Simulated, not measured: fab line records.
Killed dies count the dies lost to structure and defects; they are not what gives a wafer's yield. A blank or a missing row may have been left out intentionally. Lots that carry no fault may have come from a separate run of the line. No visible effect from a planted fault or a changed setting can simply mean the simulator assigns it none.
Which of the tools did it? | flow nand-harc | 36 wafers from 12 lots sampled at 5 of the route's 1159 steps

== WHAT THE GAUGES SHOWED, per wafer ==
NHARC_END_SORT_01. Usual: defect-limited-yield 95.4 %, standard deviation 1.8; killed-at-array 28, standard deviation 11; killed-at-other 0.7, standard deviation 0.88; killed-at-periphery 3.1, standard deviation 2.2; killed-dies 31, standard deviation 12; killed-open 3.3, standard deviation 2; killed-short 2.0, standard deviation 1.6; sort_bin_2_pct 1.5 %, standard deviation 0.73; sort_bin_3_pct 0.27 %, standard deviation 0.22; sort_bin_4_pct 2.9 %, standard deviation 1.1; sort-n-pass 646, standard deviation 12; sort-rim-yield-pct 93 %, standard deviation 3.9; sort-yield-pct 95.4 %, standard deviation 1.8.
lot  | measured     | on        | defect-limited-yield (%) | killed-at-array | killed-at-other | killed-at-periphery | killed-dies | killed-open | killed-short | sort_bin_2_pct (%) | sort_bin_3_pct (%) | sort_bin_4_pct (%) | sort-n-pass | sort-rim-yield-pct (%) | sort-yield-pct (%) | flag
L176 | day 19 19:25 | prober-01 | 95.9 95.6 96.2           | 23 24 19        | 1 2 1           | 4 4 6               | 28 30 26    | 3 4 0       | 1 4 1        | 0.7 1.6 1.3        | 0.15 0.44 0.15     | 3.2 2.4 2.4        | 649 647 651 | 96 92 94               | 95.9 95.6 96.2     |
L178 | day 20 03:09 | prober-02 | 98.1 97.0 95.7           | 12 16 26        | 0 0 0           | 1 4 3               | 13 20 29    | 1 4 4       | 0 1 6        | 0.1 0.7 1.3        | 0.15 0 0.44        | 1.6 2.2 2.5        | 664 657 648 | 97 96 95               | 98.1 97.0 95.7     |
L177 | day 20 03:12 | prober-01 | 95.9 96.8 96.6           | 22 19 21        | 0 0 1           | 6 3 1               | 28 22 23    | 3 0 1       | 3 1 1        | 1.8 1.3 1.6        | 0.15 0.15 0.30     | 2.2 1.8 1.5        | 649 655 654 | 93 94 93               | 95.9 96.8 96.6     |
L181 | day 20 19:28 | prober-01 | 96.9 96.9 97.0           | 16 20 15        | 2 0 1           | 3 1 4               | 21 21 20    | 7 2 5       | 1 1 0        | 1.2 1.0 1.0        | 0 0 0.30           | 1.9 2.1 1.6        | 656 656 657 | 92 95 95               | 96.9 96.9 97.0     |
L185 | day 22 02:26 | prober-02 | 93.1 94.8 93.8           | 44 33 40        | 1 1 0           | 2 1 2               | 47 35 42    | 5 1 3       | 1 1 0        | 1.8 1.6 2.7        | 0.59 0.44 0.30     | 4.6 3.1 3.2        | 630 642 635 | 90 93 89               | 93.1 94.8 93.8     |
L190 | day 23 17:41 | prober-02 | 0 0 0                    | 13 18 11        | 662 656 663     | 2 3 3               | 677 677 677 | 2 2 1       | 2 3 1        | 98.5 97.5 98.5     | 0.15 0.30 0.30     | 1.3 2.2 1.2        | 0 0 0       | 0 0 0                  | 0 0 0              | OFF
L189 | day 23 16:56 | prober-01 | 0 0 0                    | 33 23 30        | 644 652 643     | 0 2 4               | 677 677 677 | 1 4 2       | 3 2 2        | 96.9 97.6 96.3     | 0 0.30 0.44        | 3.1 2.1 3.2        | 0 0 0       | 0 0 0                  | 0 0 0              | OFF
L192 | day 24 05:43 | prober-02 | 0 0 0                    | 43 37 44        | 632 640 631     | 2 0 2               | 677 677 677 | 4 4 2       | 2 2 1        | 95.4 96.5 96.6     | 0.30 0.30 0        | 4.3 3.2 3.4        | 0 0 0       | 0 0 0                  | 0 0 0              | OFF
L196 | day 25 10:22 | prober-02 | 92.3 92.8 93.8           | 43 42 39        | 0 0 0           | 9 7 3               | 52 49 42    | 2 8 8       | 1 2 1        | 1.8 2.4 2.1        | 0.44 0.44 0.30     | 5.5 4.4 3.8        | 625 628 635 | 86 83 82               | 92.3 92.8 93.8     |
L197 | day 25 01:59 | prober-01 | 93.9 92.9 93.6           | 34 38 37        | 0 0 0           | 7 10 6              | 41 48 43    | 3 6 6       | 3 1 2        | 2.1 2.7 1.6        | 0.59 0 0.59        | 3.4 4.4 4.1        | 636 629 634 | 93 93 95               | 93.9 92.9 93.6     |
L194 | day 25 10:31 | prober-01 | 96.2 95.4 94.7           | 24 30 30        | 0 0 0           | 2 1 6               | 26 31 36    | 1 5 9       | 4 1 0        | 2.2 1.3 1.8        | 0.30 0.59 0.44     | 1.3 2.7 3.1        | 651 646 641 | 93 91 90               | 96.2 95.4 94.7     |
L198 | day 25 18:10 | prober-02 | 95.0 94.4 95.3           | 32 36 30        | 0 1 0           | 2 1 2               | 34 38 32    | 1 2 1       | 1 2 1        | 1.5 1.8 1.5        | 0.30 0.44 0        | 3.2 3.4 3.2        | 643 639 645 | 93 94 96               | 95.0 94.4 95.3     |

== WHAT TOOL EACH LOT RAN ON (gives the tool, then ch and the chambers of the sampled wafers, and finally the start) ==
lot  | NHARC_THIN_TSV_DEP_43           | NHARC_THIN_TSV_STRIP_45              | NHARC_THIN_TSV_ETCHBACK_48         | NHARC_THIN_TSV_PVD_51
L176 | pecvd-04 ch 0,1,2, day 18 22:45 | plasma-asher-01 ch 0,1, day 19 00:39 | rie-diel-03 ch 0,1,3, day 19 01:53 | pvd-sputter-03, day 19 02:40
L178 | pecvd-02 ch 0,2, day 18 23:59   | plasma-asher-01 ch 0,1, day 19 01:42 | rie-diel-03 ch 0,1,3, day 19 02:55 | pvd-sputter-02, day 19 03:49
L177 | pecvd-02 ch 0,1, day 19 03:48   | plasma-asher-02 ch 0,1, day 19 05:41 | rie-diel-03 ch 2,3, day 19 06:56   | pvd-sputter-02, day 19 07:43
L181 | pecvd-02 ch 0,1,2, day 19 21:28 | plasma-asher-02 ch 0,1, day 19 23:23 | rie-diel-06 ch 0,1,2, day 20 00:37 | pvd-sputter-02, day 20 01:20
L185 | pecvd-01 ch 1,2, day 21 06:06   | plasma-asher-02 ch 0,1, day 21 08:09 | rie-diel-03 ch 0,2,3, day 21 09:22 | pvd-sputter-03, day 21 10:07
L190 | pecvd-04 ch 0,1, day 23 00:25   | plasma-asher-01 ch 0,1, day 23 02:16 | rie-diel-06 ch 0,1,2, day 23 03:30 | pvd-sputter-02, day 23 04:16
L189 | pecvd-04 ch 0,1,2, day 23 01:41 | plasma-asher-02 ch 0,1, day 23 03:21 | rie-diel-06 ch 0,2,3, day 23 04:40 | pvd-sputter-01, day 23 05:22
L192 | pecvd-02 ch 0,2, day 23 11:36   | plasma-asher-01 ch 0,1, day 23 13:41 | rie-diel-06 ch 0,1,2, day 23 14:53 | pvd-sputter-01, day 23 15:52
L196 | pecvd-01 ch 2, day 24 05:44     | plasma-asher-02 ch 0, day 24 07:37   | rie-diel-03 ch 0,1, day 24 08:59   | pvd-sputter-02, day 24 09:47
L197 | pecvd-02 ch 1,2, day 24 07:09   | plasma-asher-01 ch 0,1, day 24 09:09 | rie-diel-03 ch 0,1,3, day 24 10:31 | pvd-sputter-03, day 24 11:14
L194 | pecvd-02 ch 0,1, day 24 12:10   | plasma-asher-02 ch 0,1, day 24 14:01 | rie-diel-03 ch 1,2,3, day 24 15:29 | pvd-sputter-03, day 24 16:14
L198 | pecvd-01 ch 1,2, day 24 13:10   | plasma-asher-02 ch 0,1, day 24 15:02 | rie-diel-06 ch 1,2,3, day 24 16:46 | pvd-sputter-03, day 24 17:34
- NHARC_THIN_TSV_DEP_43: deposits SiO2, target thk 1328.5 nm.
- NHARC_THIN_TSV_STRIP_45: strips in O2.
- NHARC_THIN_TSV_ETCHBACK_48: etches the open film in C4F8/Ar, target depth 1028.5 nm, time 405.17 s.
- NHARC_THIN_TSV_PVD_51: deposits Cu, target thk 100 nm.

== AS READ BY THE TOOLS THEMSELVES (means over the sampled wafers that have a number; for cases with no such wafer, the mark the record gives instead) ==
NHARC_THIN_TSV_DEP_43. Usual: chamber-pressure-Torr 6.498 Torr, standard deviation 0.015; flow-sccm 2649 sccm, standard deviation 8.4; showerhead-vpp-V 1859 V, standard deviation 56; throttle-valve-pct 16.3 %, standard deviation 0.5.
lot  | tool     | chamber-pressure-Torr (Torr) | flow-sccm (sccm) | showerhead-vpp-V (V) | throttle-valve-pct (%) | flag
L176 | pecvd-04 | 6.505                        | 2647             | 1855                 | 16.5                   |
L178 | pecvd-02 | 6.498                        | 2649             | 1915                 | 15.9                   |
L177 | pecvd-02 | 6.517                        | 2646             | 1872                 | 15.8                   |
L181 | pecvd-02 | 6.501                        | 2652             | 1904                 | 16.1                   |
L185 | pecvd-01 | 6.482                        | 2658             | 1809                 | 16.0                   |
L190 | pecvd-04 | 6.490                        | 2645             | 1867                 | 16.9                   |
L189 | pecvd-04 | 6.503                        | 2651             | 1842                 | 16.5                   |
L192 | pecvd-02 | 6.501                        | 2658             | 1938                 | 15.8                   |
L196 | pecvd-01 | 6.507                        | 2647             | 1842                 | 16.3                   |
L197 | pecvd-02 | 6.487                        | 2640             | 1884                 | 15.8                   |
L194 | pecvd-02 | 6.508                        | 2646             | 1888                 | 15.6                   |
L198 | pecvd-01 | 6.496                        | 2652             | 1805                 | 16.1                   |

NHARC_THIN_TSV_STRIP_45. Usual: drypump-motor-current-A 5.7 A, standard deviation 0.4; heater-power-w 306 W, standard deviation 40.
lot  | tool            | drypump-motor-current-A (A) | heater-power-w (W) | flag
L176 | plasma-asher-01 | 5.5                         | 258                |
L178 | plasma-asher-01 | 5.4                         | 275                |
L177 | plasma-asher-02 | 5.8                         | 334                |
L181 | plasma-asher-02 | 5.7                         | 332                |
L185 | plasma-asher-02 | 6.1                         | 358                |
L190 | plasma-asher-01 | 5.5                         | 276                |
L189 | plasma-asher-02 | 5.7                         | 334                |
L192 | plasma-asher-01 | 5.4                         | 280                |
L196 | plasma-asher-02 | 6.4                         | 370                |
L197 | plasma-asher-01 | 5.5                         | 277                |
L194 | plasma-asher-02 | 6.1                         | 350                |
L198 | plasma-asher-02 | 5.8                         | 332                |

NHARC_THIN_TSV_ETCHBACK_48. Usual: chamber-pressure-mTorr 25.000 mTorr, standard deviation 0.022; oes-product-au 0.943 a.u., standard deviation 0.03; rf-vpp-V 546 V, standard deviation 4.1.
lot  | tool        | chamber-pressure-mTorr (mTorr) | oes-product-au (a.u.) | rf-vpp-V (V) | flag
L176 | rie-diel-03 | 25.012                         | 1.025                 | 543          |
L178 | rie-diel-03 | 24.995                         | 0.931                 | 544          |
L177 | rie-diel-03 | 25.005                         | 0.916                 | 545          |
L181 | rie-diel-06 | 24.999                         | 0.924                 | 548          |
L185 | rie-diel-03 | 25.005                         | 0.931                 | 546          |
L190 | rie-diel-06 | 24.999                         | 0.926                 | 548          |
L189 | rie-diel-06 | 25.010                         | 0.923                 | 551          |
L192 | rie-diel-06 | 25.000                         | 0.995                 | 549          |
L196 | rie-diel-03 | 24.998                         | 0.943                 | 545          |
L197 | rie-diel-03 | 24.999                         | 0.926                 | 543          |
L194 | rie-diel-03 | 24.981                         | 0.928                 | 544          |
L198 | rie-diel-06 | 25.009                         | 0.925                 | 548          |

NHARC_THIN_TSV_PVD_51. Usual: chamber-pressure-pa 4.999 Pa, standard deviation 0.0093; throttle-valve-pct 30.3 %, standard deviation 1.1.
lot  | tool           | chamber-pressure-pa (Pa) | throttle-valve-pct (%) | flag
L176 | pvd-sputter-03 | 4.991                    | 30.6                   |
L178 | pvd-sputter-02 | 4.993                    | 29.7                   |
L177 | pvd-sputter-02 | 5.001                    | 30.0                   |
L181 | pvd-sputter-02 | 5.005                    | 31.2                   |
L185 | pvd-sputter-03 | 4.995                    | 30.5                   |
L190 | pvd-sputter-02 | -                        | -                      | OFF
L189 | pvd-sputter-01 | -                        | -                      | OFF
L192 | pvd-sputter-01 | -                        | -                      | OFF
L196 | pvd-sputter-02 | 5.001                    | 28.8                   |
L197 | pvd-sputter-03 | 5.006                    | 31.1                   |
L194 | pvd-sputter-03 | 5.000                    | 31.1                   |
L198 | pvd-sputter-03 | 4.998                    | 30.8                   |

== THE ANSWER, worked out from the rows above alone ==
Rule: a lot counts as off when the mean over its wafers that have a number is more than 3 standard deviations away from the usual mean. Also off: a lot with no number at a reading for which 4 or more lots have one. All remaining lots with rows at the step are treated as sound. The gauges are gone through in route order, then the tools' own readings, and for those a lot's mean is taken as printed above. At the first step where some lot is off, the reading lying furthest off is the one used; lots without a number count as furthest.
Off at NHARC_END_SORT_01 (killed-at-other): L190, L189, L192.
If a tool, at a process step before that reading, ran all the lots that are off and no sound lot after the first of them, it fits. Not tried: the gauges at NHARC_END_SORT_01; whatever is off there is also off at NHARC_THIN_TSV_PVD_51, on other tools, and gauge error can't account for it. None of those tried fits.

== WHAT HAD BEEN PUT IN BY THE SIMULATOR ==
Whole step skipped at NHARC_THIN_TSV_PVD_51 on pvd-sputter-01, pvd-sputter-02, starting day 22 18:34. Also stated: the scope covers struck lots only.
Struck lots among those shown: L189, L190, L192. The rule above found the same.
